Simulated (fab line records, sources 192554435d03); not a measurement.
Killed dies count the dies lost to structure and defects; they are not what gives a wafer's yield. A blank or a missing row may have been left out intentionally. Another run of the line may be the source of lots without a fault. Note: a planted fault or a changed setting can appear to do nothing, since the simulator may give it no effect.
fab line records	flow n5Finfet
record lots=7	wafers=21	lastDay=18
route steps=1938 shown ZERO_LAYER@3 BEOL_M4@1111 PASSIVATION@1936
lots untouched by any fault: they come from a run of this same line in which no faults occurred
startH: hours from the record's first day to the start of the lot's first wafer shown	waitH: time in hours since the lot's previous step	" same as the row above	L1.1+2: one row covering several wafers at once	- no value, or no start was given	* or withheld: withheld	< > ~ a bound
route shown NAME@n: names a module that has steps shown in the file, with the first one's number in the route	usual: mean and standard deviation over wafers with no fault	same: alike in all rows	chamber/n: place in a boat	sites: the reading at each site	_std_site: standard deviation of those values	_edge_site: outer sites' mean less inner sites'	radiusMm: for every site, how far away it sits from the centre of the wafer	mask NAME#n: copy n	behind: the most recent tool/chamber to have shaped the wafer	hold: what put the lot on hold/how long, in hours/how the hold closed	device: transistor that didn't switch, given as n, p or np	end of line: the same wafers' tests at the end of the route	for a step that has no rows: nothing shown but its recipe	killed: not the wafer's yield, but the dies lost to structure and defects at the first sort	map: a wafer's dies, x killed, . not, _ none there
set.NAME: setting as actually run; set.NAME@STEP: the setting as run at that earlier step	model.NAME: the simulator's own value behind a step, which no gauge read
a table for each step, a row for each wafer; lots at some steps of the route
services: from which hour (startH, from the record's first day; less than 0 if before it) a tool's chamber was out of use, for how many hours, and why
## steps
# step N5_ZERO_LAYER_SRD_01
# recipe timeS=30	tempC=23	rinseLiquid=diw	dry=n2Spin	spinRpm=1500	dryTimeS=30
# step N5_ZERO_LAYER_PECVD_02
# recipe material=SiO2	targetThkA=100	tempC=400	precursor=SiH4/N2O	pressureTorr=0.75	rfW=275	timeS=6
# usual heaterPowerW=849/66	showerheadPlenumPTorr=8.12/0.073
lot.wafer	tool	chamber	startH	waitH	heaterPowerW	showerheadPlenumPTorr
L625.2	pecvd-03	2	12.29	0.0	952	8.18
L625.5	"	0	"	"	880	8.06
L625.6	"	1	"	"	838	8.13
L629.1	pecvd-03	0	36.47	0.0	920	8.07
L629.2	"	1	"	"	809	8.14
L629.6	"	1	"	"	805	8.14
L638.2	pecvd-04	2	90.28	0.0	773	8.07
L638.3	"	1	"	"	755	8.22
L638.4	"	1	"	"	765	8.21
L640.2	pecvd-04	2	102.28	0.0	773	8.07
L640.3	"	0	"	"	824	8.05
L640.6	"	2	"	"	785	8.07
L642.1	pecvd-04	1	114.28	0.0	781	8.18
L642.2	"	2	"	"	758	8.09
L642.6	"	1	"	"	782	8.19
L644.1	pecvd-03	1	126.28	0.0	825	8.14
L644.2	"	2	"	"	936	8.16
L644.4	"	1	"	"	872	8.13
L647.1	pecvd-03	0	144.28	0.0	817	8.09
L647.3	"	1	"	"	874	8.12
L647.6	"	2	"	"	946	8.15
# step N5_ZERO_LAYER_HMDS_04
# recipe timeS=60	tempC=120
# step N5_ZERO_LAYER_COAT_05
# recipe spinRpm=1500	resistThkNm=1000
# step N5_ZERO_LAYER_EBR_07
# recipe solvent=PGMEA	ebrWidthMm=1.5
# step N5_ZERO_LAYER_SOFTBAKE_06
# recipe tempC=100	timeS=90
# step N5_ZERO_LAYER_EXPOSE_08
# recipe maskId=ZERO	na=0.55	sourceShape=conventional	sigmaOuter=0.8	polarization=unpolarized	defocusNm=0	targetCdNm=2000	doseMj=16.2
# step N5_ZERO_LAYER_PEB_09
# recipe pebTempC=withheld	pebTimeS=*
# step N5_ZERO_LAYER_DEVELOP_10
# recipe developTimeS=60	rinseLiquid=diw	dry=airSpin	devTempC=21
# step N5_ZERO_LAYER_HARDBAKE_23
# recipe tempC=130	timeS=120
# step N5_ZERO_LAYER_CD_MEAS_11
# recipe targetCdNm=2000	landingEnergyEv=500	detector=seInlens
# usual cdNm=2000.1/2.2
# same landingEnergyEv=500
lot.wafer	tool	chamber	startH	waitH	cdNm
L625.2	cdSem-01	0	12.65	-	1997.9
L625.5	"	0	"	"	2002.4
L625.6	"	0	"	"	1997.4
L629.1	cdSem-03	0	36.85	-	2000.9
L629.2	"	0	"	"	2001.2
L629.6	"	0	"	"	2002.8
L638.2	cdSem-03	0	90.77	-	2000.9
L638.3	"	0	"	"	2002.0
L638.4	"	0	"	"	1995.5
L640.2	cdSem-01	0	102.77	-	1995.8
L640.3	"	0	"	"	1997.4
L640.6	"	0	"	"	1998.7
L642.1	cdSem-02	0	114.64	-	1998.2
L642.2	"	0	"	"	1999.2
L642.6	"	0	"	"	1998.8
L644.1	cdSem-03	0	126.77	-	1998.7
L644.2	"	0	"	"	1998.9
L644.4	"	0	"	"	1998.2
L647.1	cdSem-01	0	144.77	-	1999.0
L647.3	"	0	"	"	2000.9
L647.6	"	0	"	"	1998.3
# step N5_ZERO_LAYER_DESCUM_16
# recipe chemistry=O2	timeS=7.9	sourcePowerW=50	biasPowerW=20	pressureMtorr=20	rfFrequencyHz=2.712e+07	tempC=40	o2FlowSccm=225
# usual chamberPressureMTorr=20.000/0.019	drypumpMotorCurrentA=5.8/0.52	oesProductAu=0.79/0.075	rfVppV=243.1/1.4	showerheadPlenumPTorr=2.09/0.084	throttleValvePct=20.53/0.23
lot.wafer	tool	chamber	startH	waitH	chamberPressureMTorr	drypumpMotorCurrentA	oesProductAu	rfHoursCounterH	rfVppV	showerheadPlenumPTorr	throttleValvePct
L625.2	rieDiel-05	0	12.69	0.0	19.991	6.8	0.91	45	244.6	2.22	20.17
L625.5	"	1	"	"	19.991	5.4	0.82	-	241.9	2.01	20.21
L625.6	"	0	"	"	19.995	6.8	0.90	-	243.8	2.22	20.17
L629.1	rieDiel-06	2	36.89	0.0	19.959	5.5	0.74	187	242.2	1.98	20.51
L629.2	"	0	"	"	19.985	5.8	0.73	196	244.9	2.15	20.82
L629.6	"	0	"	"	20.020	5.8	0.74	-	244.4	2.15	20.80
L638.2	rieDiel-06	1	90.92	0.1	19.991	6.3	0.79	122	246.3	2.19	20.81
L638.3	"	3	"	"	20.002	5.9	0.89	51	241.3	2.03	20.32
L638.4	"	2	"	"	19.982	5.4	0.73	204	241.0	1.98	20.54
L640.2	rieDiel-06	2	102.80	0.0	20.026	5.4	0.73	209	241.6	1.97	20.56
L640.3	"	0	"	"	20.009	5.8	0.72	216	243.7	2.15	20.85
L640.6	"	1	"	"	19.998	6.3	0.79	-	246.0	2.19	20.83
L642.1	rieDiel-06	1	114.72	0.1	20.022	6.4	0.79	131	245.8	2.19	20.82
L642.2	"	0	"	"	19.970	5.8	0.72	219	243.9	2.14	20.84
L642.6	"	2	"	"	20.025	5.4	0.73	-	241.6	1.97	20.56
L644.1	rieDiel-05	1	126.80	0.0	19.982	5.4	0.79	117	241.9	2.00	20.24
L644.2	"	2	"	"	20.004	5.1	0.91	18	241.8	2.06	20.55
L644.4	"	3	"	"	20.023	5.1	0.67	233	241.9	1.98	20.66
L647.1	rieDiel-03	2	144.80	0.0	19.971	6.1	0.72	216	244.6	2.17	20.76
L647.3	"	3	"	"	19.974	5.7	0.73	179	242.7	2.07	20.43
L647.6	"	1	"	"	20.015	6.1	0.75	-	243.5	2.10	20.47
# step N5_ZERO_LAYER_ETCH_17
# recipe chemistry=CF4	target=SiO2	targetDepthA=120	timeS=13.3	ionEnergyEv=350	pressureMtorr=40	sourceW=450	biasW=215	Ar_flow_sccm=100	cf4FlowSccm=100
# usual chamberPressureMTorr=40.00/0.038	drypumpMotorCurrentA=5.8/0.52	mfcArSccm=100.0/0.32	oesProductAu=0.78/0.075	rfVppV=948/4.8	showerheadPlenumPTorr=2.14/0.078	throttleValvePct=15.76/0.22
lot.wafer	tool	chamber	startH	waitH	chamberPressureMTorr	drypumpMotorCurrentA	mfcArSccm	oesProductAu	rfHoursCounterH	rfVppV	showerheadPlenumPTorr	throttleValvePct	model.etch.depthNm
L625.2	rieDiel-05	0	12.72	0.0	39.99	6.8	100.6	0.90	45	957	2.27	15.40	12.05
L625.5	"	1	"	"	40.00	5.4	99.8	0.81	-	944	2.06	15.47	11.97
L625.6	"	0	"	"	40.03	6.8	100.6	0.89	-	957	2.27	15.38	11.93
L629.1	rieDiel-06	2	36.93	0.0	40.08	5.4	99.7	0.76	187	942	2.05	15.79	12.51
L629.2	"	0	"	"	40.01	5.8	100.0	0.72	196	952	2.21	16.14	11.81
L629.6	"	0	"	"	39.99	5.8	100.2	0.72	-	953	2.22	16.15	11.8
L638.2	rieDiel-06	1	90.95	0.0	40.00	6.4	99.9	0.68	122	956	2.23	15.90	9.158
L638.3	"	3	"	"	40.06	5.9	99.7	0.74	51	945	2.10	15.64	8.875
L638.4	"	2	"	"	40.06	5.4	99.5	0.63	204	941	2.04	15.84	9.396
L640.2	rieDiel-06	2	102.84	0.0	40.00	5.4	100.1	0.63	209	942	2.04	15.84	9.442
L640.3	"	0	"	"	39.95	5.8	99.6	0.60	216	953	2.21	16.18	8.993
L640.6	"	1	"	"	40.00	6.4	100.1	0.67	-	955	2.23	15.88	9.081
L642.1	rieDiel-06	1	114.76	0.0	39.94	6.3	99.9	0.67	131	954	2.23	15.90	9.123
L642.2	"	0	"	"	40.05	5.8	100.1	0.61	219	953	2.21	16.18	8.911
L642.6	"	2	"	"	39.94	5.5	100.1	0.63	-	943	2.04	15.85	9.395
L644.1	rieDiel-05	1	126.84	0.0	40.04	5.4	99.6	0.78	117	944	2.05	15.54	11.88
L644.2	"	2	"	"	39.95	5.1	99.8	0.95	18	947	2.10	15.65	12.54
L644.4	"	3	"	"	39.97	5.1	100.1	0.66	233	942	2.03	15.93	11.35
L647.1	rieDiel-03	2	144.84	0.0	40.00	6.1	99.7	0.70	216	952	2.21	15.97	11.44
L647.3	"	3	"	"	39.96	5.7	100.1	0.72	179	948	2.14	15.83	11.73
L647.6	"	1	"	"	40.04	6.1	99.8	0.74	-	949	2.15	15.70	11.71
# step N5_ZERO_LAYER_ETCH_18
# recipe chemistry=HBr/Cl2	target=Si	targetDepthA=1200	timeS=40	pressureMtorr=10	icpW=800	biasW=75	HBr_flow_sccm=150	Cl2_flow_sccm=80
# usual chamberPressureMTorr=10.000/0.0091	drypumpMotorCurrentA=5.9/0.46	oesProductAu=1.005/0.017	throttleValvePct=36.2/0.33
lot.wafer	tool	chamber	startH	waitH	chamberPressureMTorr	drypumpMotorCurrentA	oesProductAu	rfHoursCounterH	throttleValvePct
L625.2	rieSi-01	0	12.79	0.0	10.007	6.7	0.969	6	35.7
L625.5	"	0	"	"	9.992	6.7	0.980	-	35.7
L625.6	"	3	"	"	9.990	5.5	0.993	-	36.8
L629.1	rieSi-02	0	37.00	0.0	10.003	5.8	0.982	56	35.8
L629.2	"	2	"	"	9.991	5.9	1.030	77	36.4
L629.6	"	1	"	"	10.003	5.5	1.014	-	36.1
L638.2	rieSi-01	2	91.03	0.0	10.010	5.5	1.024	30	36.1
L638.3	"	3	"	"	9.995	5.5	0.993	66	36.8
L638.4	"	1	"	"	9.981	5.3	0.996	124	36.7
L640.2	rieSi-02	0	102.91	0.0	10.007	5.8	0.999	57	35.8
L640.3	"	1	"	"	9.998	5.5	1.008	7	36.1
L640.6	"	3	"	"	9.992	6.6	1.013	-	36.4
L642.1	rieSi-02	3	114.83	0.0	9.992	6.6	1.009	11	36.4
L642.2	"	1	"	"	9.996	5.5	1.012	7	36.1
L642.6	"	0	"	"	9.998	5.8	0.989	-	35.8
L644.1	rieSi-04	0	126.91	0.0	9.994	6.0	0.985	4	36.5
L644.2	"	3	"	"	9.995	5.8	0.991	7	36.2
L644.4	"	2	"	"	9.991	6.0	1.010	-	35.9
L647.1	rieSi-02	1	144.91	0.0	10.008	5.5	1.004	8	36.1
L647.3	"	3	"	"	10.000	6.6	1.009	12	36.4
L647.6	"	2	"	"	10.023	5.9	1.032	-	36.4
# step N5_BEOL_M4_RC_MEAS_101
# usual DIBL_N=36.1/1.6	DIBL_P=35.8/2.1	IOFF_N=0.16/0.031	IOFF_P=0.21/0.034	ION_N=673/12	ION_P=461/7.2	SS_N=71.4/0.59	SS_P=73.3/0.63	VT_N=250/3.1	VT_P=-250/3.3
lot.wafer	tool	chamber	startH	waitH	DIBL_N[mV/V]	DIBL_P[mV/V]	IOFF_N[nA/um]	IOFF_P[nA/um]	ION_N[uA/um]	ION_P[uA/um]	SS_N[mV/dec]	SS_P[mV/dec]	VT_N[mV]	VT_P[mV]
L625.2	prober-02	0	175.40	0.2	36.0	35.0	0.16	0.20	663	453	71.8	73.5	248	-251
L625.5	"	0	"	"	33.9	32.9	0.13	0.17	671	458	69.9	73.1	254	-253
L625.6	"	0	"	"	35.9	35.7	0.16	0.21	672	459	71.0	73.6	248	-253
L629.1	prober-02	0	200.75	0.0	35.2	36.3	0.16	0.21	680	465	71.5	73.5	250	-252
L629.2	"	0	"	"	35.7	36.7	0.17	0.20	670	459	70.6	74.7	251	-250
L629.6	"	0	"	"	37.3	38.2	0.19	0.22	686	461	72.3	74.0	247	-248
L638.2	prober-01	0	255.70	0.2	34.0	33.6	0.12	0.19	673	459	71.1	72.6	253	-250
L638.3	"	0	"	"	35.0	33.9	0.13	0.18	673	460	70.8	73.0	252	-254
L638.4	"	0	"	"	35.4	35.4	0.14	0.22	673	466	71.7	73.9	251	-248
L640.2	prober-01	0	259.82	0.2	37.1	37.5	0.19	0.23	676	464	71.8	73.4	250	-248
L640.3	"	0	"	"	32.4	31.9	0.11	0.15	649	451	69.9	72.0	253	-254
L640.6	"	0	"	"	36.4	36.3	0.17	0.22	679	468	71.4	73.4	249	-251
L644.1	prober-01	0	284.14	0.0	32.9	31.4	0.10	0.15	633	446	70.2	71.6	260	-256
L644.2	"	0	"	"	35.6	34.5	0.14	0.20	675	460	71.4	73.2	252	-253
L644.4	"	0	"	"	34.8	34.1	0.13	0.19	660	449	70.8	72.9	251	-253
L647.1	prober-02	0	301.01	0.0	36.0	34.3	0.17	0.22	693	472	71.5	72.3	246	-249
L647.3	"	0	"	"	36.7	36.3	0.17	0.25	682	466	72.0	73.0	246	-246
L647.6	"	0	"	"	36.7	35.1	0.17	0.23	688	476	72.0	72.8	247	-246
L642.1	prober-01	0	320.15	0.0	36.2	34.5	0.17	0.21	671	457	71.5	72.3	251	-249
L642.2	"	0	"	"	38.4	36.9	0.22	0.25	692	467	71.8	73.6	246	-244
L642.6	"	0	"	"	38.3	37.0	0.23	0.25	682	466	71.6	73.6	247	-245
# step N5_PASSIVATION_PROBE_49
# usual defectLimitedYield=91.0/1.5	killed_at_M0_to_M3=35/11	killed_at_M4_up=13/6	killedAtContacts=14/6.5	killedAtFrontEnd=40/12	killedAtOther=4/3.4	killedDies=106/18	killedOpen=68/14	killedShort=35/7.7	sort_bin_5_function=5.2/0.98	sort_bin_6_memory=3.4/0.72	sort_bin_8_speed=0.02/0.24	sortNPass=1074/18	sortYieldPct=91.0/1.5
# same grossDies=1180	killedAtBackSide=0	sort_bin_4_leakage[%]=0
lot.wafer	tool	chamber	startH	waitH	defectLimitedYield[%]	killed_at_M0_to_M3	killed_at_M4_up	killedAtContacts	killedAtFrontEnd	killedAtOther	killedDies	killedOpen	killedShort	sort_bin_5_function[%]	sort_bin_6_memory[%]	sort_bin_8_speed[%]	sortNPass	sortYieldPct[%]
L625.2	prober-02	-	289.79	0.1	91.2	38	24	15	23	4	104	70	32	5.7	3.1	0	1076	91.2
L625.5	prober-02	-	289.94	0.2	90.3	33	19	13	48	2	115	75	38	5.3	3.8	0	1065	90.3
L625.6	prober-02	-	289.99	0.3	89.3	42	17	15	50	2	126	75	48	6.0	3.9	0	1054	89.3
L647.1	prober-01	-	410.02	0.0	90.2	25	10	11	66	4	116	72	41	5.8	3.4	0	1064	90.2
L647.3	prober-01	-	410.12	0.1	87.7	21	16	33	75	0	145	103	41	6.3	5.7	0	1035	87.7
L647.6	prober-01	-	410.27	0.3	91.7	19	8	24	47	0	98	65	33	4.5	3.3	0	1082	91.7
# killed by level:class
L625.2 BEOL_M0_SAQP:geometricParticle:short=12 MOL_CONTACT_COAG:geometricParticle:open=11 BEOL_M0_SAQP:geometricParticle:open=10 BEOL_M4:geometricParticle:open=9 STI_FIN_REVEAL:geometricParticle:open=7 FIN_SAQP:geometricParticle:open=5 FIN_SAQP:geometricParticle:short=4 MOL_CONTACT_COAG:geometricParticle:short=4
L625.5 FIN_SAQP:geometricParticle:short=13 MOL_CONTACT_COAG:geometricParticle:open=10 STI_FIN_REVEAL:geometricParticle:open=9 BEOL_M3:geometricParticle:open=9 BEOL_M0_SAQP:geometricParticle:open=6 BEOL_M2:geometricParticle:open=6 FIN_SAQP:geometricParticle:open=5 BEOL_M0_SAQP:geometricParticle:short=5
L625.6 STI_FIN_REVEAL:geometricParticle:open=14 FIN_SAQP:geometricParticle:short=13 MOL_CONTACT_COAG:geometricParticle:open=12 BEOL_M4:geometricParticle:open=11 BEOL_M2:geometricParticle:open=9 BEOL_M0_SAQP:geometricParticle:short=8 BEOL_M1:geometricParticle:open=7 BEOL_M0_SAQP:geometricParticle:open=6
L647.1 STI_FIN_REVEAL:geometricParticle:open=20 BEOL_M0_SAQP:geometricParticle:short=14 DUMMY_GATE:geometricParticle:open=9 MOL_CONTACT_COAG:geometricParticle:open=9 FIN_SAQP:geometricParticle:open=8 GATE_CUT:geometricParticle:short=8 BEOL_M2:geometricParticle:open=6 FIN_SAQP:geometricParticle:short=4
L647.3 STI_FIN_REVEAL:geometricParticle:open=32 MOL_CONTACT_COAG:geometricParticle:open=26 STI_FIN_REVEAL:geometricParticle:short=12 BEOL_M4:geometricParticle:open=7 MOL_CONTACT_COAG:geometricParticle:short=7 BEOL_M2:geometricParticle:open=7 FIN_SAQP:geometricParticle:short=6 DUMMY_GATE:geometricParticle:open=6
L647.6 STI_FIN_REVEAL:geometricParticle:open=22 MOL_CONTACT_COAG:geometricParticle:open=16 MOL_CONTACT_COAG:geometricParticle:short=8 FIN_SAQP:geometricParticle:short=7 BEOL_M0_SAQP:geometricParticle:short=5 BEOL_M0_SAQP:geometricParticle:open=5 STI_FIN_REVEAL:geometricParticle:short=4 BEOL_M4:geometricParticle:open=4
## services
tool	chamber	startH	hours	kind
pecvd-04	-	-6.82	6.0	pm
rieDiel-03	1	2.83	1.8	repair
pecvd-03	2	5.80	5.5	scheduledDown
rieDiel-06	3	7.12	14.0	repair
rieSi-04	-	15.56	4.1	repair
rieSi-02	0	20.01	7.1	repair
pecvd-03	2	21.12	-	clean
pecvd-03	2	21.12	-	consumableReplace:showerhead
pecvd-03	2	21.12	29.0	scheduledDown
pecvd-03	2	21.12	29.0	ventCycle
rieDiel-05	0	28.35	1.7	repair
pecvd-04	0	33.68	12.9	repair
rieDiel-05	1	44.15	5.6	repair
rieDiel-05	2	58.53	-	clean
rieDiel-05	0	62.71	3.0	repair
rieDiel-06	1	79.24	2.5	repair
rieSi-04	0	82.52	3.3	repair
pecvd-04	2	83.32	2.2	repair
rieDiel-06	3	91.35	10.4	repair
rieDiel-03	1	111.25	11.3	repair
rieSi-04	1	125.56	1.6	repair
pecvd-03	2	127.03	15.7	repair
rieDiel-05	1	140.23	4.2	repair
rieDiel-05	0	144.19	3.1	repair
## key
firstSign step=N5_ZERO_LAYER_ETCH_17	reading=oesProductAu	direction=down	sigmas=1.7	usual=0.78	struck=0.65
effect none on later readings
modelEffect step=N5_ZERO_LAYER_ETCH_17	value=etch.depthNm	without=12.01	struck=9.153
metAt N5_ZERO_LAYER_ETCH_17
struckWafers L638.2,L638.3,L638.4,L640.2,L640.3,L640.6,L642.1,L642.2,L642.6
onsetBetween 36.93 90.95
alsoFits N5_ZERO_LAYER_PECVD_02:pecvd-04,N5_ZERO_LAYER_DESCUM_16:rieDiel-06
fault kind=processParameterDrift	tool=rieDiel-06	chamber=-	onsetH=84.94	steps=N5_ZERO_LAYER_ETCH_17	channel=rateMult	offset=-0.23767	shape=step	endH=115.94
